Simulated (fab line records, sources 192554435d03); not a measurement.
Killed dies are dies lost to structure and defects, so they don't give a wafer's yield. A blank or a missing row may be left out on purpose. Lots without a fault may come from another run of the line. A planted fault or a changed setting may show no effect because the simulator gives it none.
Which tool did it? | flow n5_finfet | 11 lots, 33 wafers sampled, at 5 steps of a route of 1938

WHAT THE GAUGES READ, wafer by wafer
N5_BEOL_M15_RS_MEAS_54: measures by four-point-probe.
lot  | measured     | on            | M15_RS (ohm/sq)
L604 | day 11 13:08 | film_metro-02 | 0.0212 0.0219 0.0215
L606 | day 11 15:38 | film_metro-01 | 0.0220 0.0217 0.0214
L607 | day 12 02:17 | film_metro-01 | 0.0211 0.0218 0.0211
L609 | day 12 13:05 | film_metro-02 | 0.0209 0.0214 0.0215
L608 | day 12 13:53 | film_metro-02 | 0.0214 0.0221 0.0216
L611 | day 12 19:18 | film_metro-01 | 0.0220 0.0213 0.0219
L614 | day 14 03:26 | film_metro-02 | 0.0217 0.0221 0.0220
L615 | day 14 04:08 | film_metro-01 | 0.0210 0.0218 0.0217
L616 | day 14 11:13 | film_metro-01 | 0.0211 0.0218 0.0221
L626 | day 17 22:22 | film_metro-02 | 0.0219 0.0216 0.0212
L625 | day 18 00:56 | film_metro-02 | 0.0219 0.0218 0.0213

N5_MIM_TOP_LITHO_CD_MEAS_08: target cd 2000 nm.
lot  | measured     | on        | cd_nm (nm)
L604 | day 11 18:34 | cd_sem-01 | 1998.5 2001.2 1999.1
L606 | day 11 19:17 | cd_sem-01 | 2002.3 2003.1 2001.2
L607 | day 12 06:56 | cd_sem-03 | 1999.1 1999.4 1998.4
L609 | day 12 15:37 | cd_sem-02 | 2000.8 2000.3 2000.3
L608 | day 12 18:00 | cd_sem-02 | 2002.2 2001.2 2000.1
L611 | day 12 23:58 | cd_sem-02 | 1999.8 2001.5 2000.5
L614 | day 14 07:55 | cd_sem-03 | 2004.1 1999.1 2001.4
L615 | day 14 08:07 | cd_sem-02 | 1999.5 1999.2 2000.7
L616 | day 14 16:26 | cd_sem-03 | 1945.7 2001.8 1959.5
L626 | day 18 02:07 | cd_sem-01 | 1998.4 2000.5 1998.3
L625 | day 18 03:47 | cd_sem-03 | 2000.5 2000.6 1999.6

N5_MIM_TOP_LITHO_INSPECT_12: inspects for defects (macro).
lot  | measured     | on                | raw_defect_count
L604 | day 11 18:38 | defect_inspect-02 | 1 6 4
L606 | day 11 19:21 | defect_inspect-02 | 3 2 1
L607 | day 12 06:59 | defect_inspect-02 | 2 2 3
L609 | day 12 15:40 | defect_inspect-02 | 4 1 6
L608 | day 12 18:04 | defect_inspect-02 | 1 3 3
L611 | day 13 00:01 | defect_inspect-02 | 3 4 7
L614 | day 14 07:58 | defect_inspect-01 | 0 1 3
L615 | day 14 08:10 | defect_inspect-01 | 2 1 4
L616 | day 14 16:29 | defect_inspect-02 | 2 3 2
L626 | day 18 02:10 | defect_inspect-02 | 2 3 1
L625 | day 18 03:50 | defect_inspect-01 | 3 0 3

WHICH TOOL RAN EACH LOT (tool, then ch and the chambers of the sampled wafers, then the start)
lot  | N5_MIM_TOP_ALD_01                           | N5_MIM_TOP_LITHO_EXPOSE_05
L604 | ald_hk-03 ch 0,1,3, day 11 18:24 or earlier | krf_scanner-02 ch 0, day 11 18:24
L606 | ald_hk-01 ch 0,2,3, day 11 19:07 or earlier | krf_scanner-02 ch 0, day 11 19:07
L607 | ald_hk-02 ch 1,2, day 12 06:45 or earlier   | krf_scanner-01 ch 0, day 12 06:45
L609 | ald_hk-03 ch 1,2,3, day 12 15:26 or earlier | krf_scanner-01 ch 0, day 12 15:26
L608 | ald_hk-02 ch 0,2, day 12 17:50 or earlier   | krf_scanner-02 ch 0, day 12 17:50
L611 | ald_hk-02 ch 2,3, day 12 23:48 or earlier   | krf_scanner-01 ch 0, day 12 23:48
L614 | ald_hk-03 ch 0,1,3, day 14 07:45 or earlier | krf_scanner-02 ch 0, day 14 07:45
L615 | ald_hk-02 ch 0,1,2, day 14 07:56 or earlier | krf_scanner-02 ch 0, day 14 07:56
L616 | ald_hk-02 ch 1,2,3, day 14 16:16 or earlier | krf_scanner-02 ch 0, day 14 16:16
L626 | ald_hk-03 ch 1,2,3, day 18 01:56 or earlier | krf_scanner-01 ch 0, day 18 01:56
L625 | ald_hk-02 ch 2,3, day 18 03:37 or earlier   | krf_scanner-01 ch 0, day 18 03:37
- N5_MIM_TOP_ALD_01: deposits HfO2, target thk 5.6 nm, pulse time 1 s, purge time 3 s.
- N5_MIM_TOP_LITHO_EXPOSE_05: exposes mask MIM TOP, target cd 2000 nm.

WHAT THE TOOLS THEMSELVES READ (means of the sampled wafers that have a number; where no wafer has one, the mark that the record gives instead)
N5_MIM_TOP_ALD_01.
lot  | tool      | precursor_pulse_height_rel
L604 | ald_hk-03 | 0.975
L606 | ald_hk-01 | 1.008
L607 | ald_hk-02 | 0.999
L609 | ald_hk-03 | 1.014
L608 | ald_hk-02 | 0.981
L611 | ald_hk-02 | 0.996
L614 | ald_hk-03 | 0.987
L615 | ald_hk-02 | 0.995
L616 | ald_hk-02 | 0.984
L626 | ald_hk-03 | 0.994
L625 | ald_hk-02 | 1.014

N5_MIM_TOP_LITHO_EXPOSE_05.
lot  | tool           | exposure_dose_mJ_cm2 | stage_vel_mm_s (mm/s)
L604 | krf_scanner-02 | 20.463               | 500.36
L606 | krf_scanner-02 | 20.491               | 500.04
L607 | krf_scanner-01 | 20.508               | 500.00
L609 | krf_scanner-01 | 20.498               | 500.03
L608 | krf_scanner-02 | 20.515               | 500.12
L611 | krf_scanner-01 | 20.495               | 499.92
L614 | krf_scanner-02 | 20.519               | 500.12
L615 | krf_scanner-02 | 20.491               | 500.00
L616 | krf_scanner-02 | 19.724               | 499.81
L626 | krf_scanner-01 | 20.468               | 499.96
L625 | krf_scanner-01 | 20.472               | 500.47

THE ANSWER, worked out from the rows above alone
Rule: what is usual is taken from the lots themselves. Put in order of their means at a reading, lots are off if they are a third of the lots or fewer, leave a main group of 4 or more, and stand apart from it by a gap of 3 or more times the standard deviation of the main group's means; of several such gaps the widest counts. A main group whose means are all the same, to the digits that the tables above print for the reading, isn't used. A lot without any number at a reading at which 4 lots or more have one is off too. The other lots that the step has rows for count as sound. The gauges are gone through in route order, then the tools' own readings, and for those a lot's mean is taken as printed above. The first step at which some lot is off is used, and at that step the reading that is off furthest; a lot without a number counts as furthest.
Off: L616, at N5_MIM_TOP_LITHO_CD_MEAS_08 (cd_nm). The main group: mean 2000.4 nm, standard deviation 1.
A tool fits if, at a process step before that reading, it ran every lot that is off, and no sound lot after the first of them. The gauges at N5_MIM_TOP_LITHO_CD_MEAS_08 aren't tried: what is off there is off at N5_MIM_TOP_LITHO_EXPOSE_05 too, on other tools, and a gauge's error can't cause that. N5_MIM_TOP_ALD_01 gives no start for some lots, so the hours and the order of its lots are those of N5_MIM_TOP_LITHO_EXPOSE_05. One fits: krf_scanner-02 at N5_MIM_TOP_LITHO_EXPOSE_05. Its last sound lot is L615 (day 14 07:56), its first lot that is off L616 (day 14 16:16): a fault that began between those two fits.
The tool's own readings at N5_MIM_TOP_LITHO_EXPOSE_05 bear it out: on the lots that are off they differ by more than 5 times the standard deviation of the sound lots' means. exposure_dose_mJ_cm2 reads 19.724 there against 20.492 on the sound lots.

WHAT THE SIMULATOR HAD PUT IN
Process parameter drift: krf_scanner-02, from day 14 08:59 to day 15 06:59, at N5_MIM_TOP_LITHO_EXPOSE_05. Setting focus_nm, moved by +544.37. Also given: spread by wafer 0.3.
Lots struck among those shown: L616. The rule above found the same.
